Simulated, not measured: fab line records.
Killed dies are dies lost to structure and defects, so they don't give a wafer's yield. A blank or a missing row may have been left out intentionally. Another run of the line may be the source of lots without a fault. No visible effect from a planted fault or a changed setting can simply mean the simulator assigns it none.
Matching of chambers / flow n5Finfet / uvCure-02 running N5_BEOL_M7_CURE_74: 3 sister chambers
The step cures SiCOH lowk, time 240 s. 6 wafers are shown with their chamber, then 10 later ones without.

WAFERS, EACH WITH ITS CHAMBER
wafer=L080.4; chamber=0; wafer_temp_C_max=386.8; lampPowerPct (%)=52.32
wafer=L080.5; chamber=0; wafer_temp_C_max=386.4; lampPowerPct (%)=52.32
wafer=L085.2; chamber=2; wafer_temp_C_max=386.5; lampPowerPct (%)=52.33
wafer=L085.6; chamber=2; wafer_temp_C_max=386.9; lampPowerPct (%)=52.33
wafer=L086.2; chamber=1; wafer_temp_C_max=386.5; lampPowerPct (%)=52.28
wafer=L086.3; chamber=1; wafer_temp_C_max=386.3; lampPowerPct (%)=52.24

WAFERS WHOSE CHAMBER IS MISSING
wafer=L086.4; wafer_temp_C_max=386.7; lampPowerPct (%)=52.25
wafer=L091.2; wafer_temp_C_max=386.2; lampPowerPct (%)=52.25
wafer=L091.4; wafer_temp_C_max=386.3; lampPowerPct (%)=52.33
wafer=L091.5; wafer_temp_C_max=385.8; lampPowerPct (%)=52.24
wafer=L092.1; wafer_temp_C_max=387.1; lampPowerPct (%)=52.30
wafer=L092.2; wafer_temp_C_max=387.0; lampPowerPct (%)=52.29
wafer=L092.3; wafer_temp_C_max=387.8; lampPowerPct (%)=52.42
wafer=L094.2; wafer_temp_C_max=386.9; lampPowerPct (%)=52.37
wafer=L094.3; wafer_temp_C_max=386.2; lampPowerPct (%)=52.27
wafer=L094.4; wafer_temp_C_max=386.4; lampPowerPct (%)=52.33

WHICH CHAMBER EACH ONE RAN IN
wafer=L086.4; from the rows above=1; in truth=1
wafer=L091.2; from the rows above=1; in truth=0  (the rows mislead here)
wafer=L091.4; from the rows above=can't be placed: 0 or 2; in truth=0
wafer=L091.5; from the rows above=1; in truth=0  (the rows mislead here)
wafer=L092.1; from the rows above=can't be placed: 0 or 2 or 1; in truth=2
wafer=L092.2; from the rows above=can't be placed: 0 or 2 or 1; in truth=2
wafer=L092.3; from the rows above=can't be placed: 2 or 0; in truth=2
wafer=L094.2; from the rows above=can't be placed: 2 or 0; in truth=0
wafer=L094.3; from the rows above=1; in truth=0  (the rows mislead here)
wafer=L094.4; from the rows above=can't be placed: 0 or 2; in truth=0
Correctly placed: 1 of 10. Not placeable from these rows: 6 (in 6, the candidates include the true chamber). Placed wrongly: 3.
How it was worked out, from the rows above alone: a wafer's distance from a chamber is the root of the sum, over the readings, of the square of ((its reading less the chamber's mean) divided by the reading's scatter). If the next closest chamber is less than 2 further off than the closest, the wafer can't be placed; otherwise it belongs to the closest. The mean given for a chamber averages the wafers shown for that chamber. How the scatter is found: for the shown wafers, subtract from each reading the mean of its chamber, square and add these, divide the total by (wafers less chambers), then take the root.
